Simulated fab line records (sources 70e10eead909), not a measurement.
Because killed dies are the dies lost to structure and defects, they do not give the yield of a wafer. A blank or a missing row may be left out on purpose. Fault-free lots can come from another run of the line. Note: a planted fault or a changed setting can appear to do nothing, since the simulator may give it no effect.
Matching of chambers	flow nandHarc	NHARC_A_M1_CMP_23 on cmp-02: 4 sister chambers
The step polishes, t overpolish 20 s, target thk 154.34 nm. 8 wafers are shown with their chamber, then 10 later ones without.

EACH WAFER AND ITS CHAMBER
wafer	chamber	motorCurrentA (A)	timeToEndpointS (s)
L082.3	0	10.1	26.1
L082.5	1	11.9	27.8
L082.6	2	12.8	26.9
L087.2	1	11.4	35.0
L087.4	0	9.7	27.7
L087.6	3	10.7	27.6
L085.2	2	13.0	31.1
L085.4	3	10.9	26.9

WAFERS WITHOUT THEIR CHAMBER
wafer	motorCurrentA (A)	timeToEndpointS (s)
L085.6	10.4	27.7
L089.2	9.9	27.6
L089.4	11.9	31.3
L089.5	11.5	28.1
L088.1	13.0	31.7
L088.2	10.6	29.2
L088.5	11.9	29.4
L097.2	10.5	28.3
L097.4	11.6	30.0
L097.6	10.9	27.3

CHAMBER TAKEN BY EACH
wafer	from the rows above	in truth
L085.6	can't be placed: 3 or 0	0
L089.2	0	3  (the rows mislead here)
L089.4	1	1
L089.5	can't be placed: 1 or 3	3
L088.1	2	2
L088.2	can't be placed: 3 or 0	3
L088.5	1	1
L097.2	can't be placed: 3 or 0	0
L097.4	1	1
L097.6	3	3
Placed correctly: 5 of 10. Cannot be placed on the basis of these rows: 4; the candidates contain the true chamber in 4. Number placed wrongly: 1.
How it was worked out, from the rows above alone: a wafer's distance from a chamber is the root of the sum, over the readings, of the square of ((its reading less the chamber's mean) divided by the reading's scatter). If the next closest chamber is less than 2 further off than the closest, the wafer can't be placed; otherwise it belongs to the closest. For every chamber, the mean is computed from those of its wafers that are shown. The scatter is the square root of a quotient: the sum, over the shown wafers, of each reading's squared deviation from its chamber's mean, divided by wafers minus chambers.
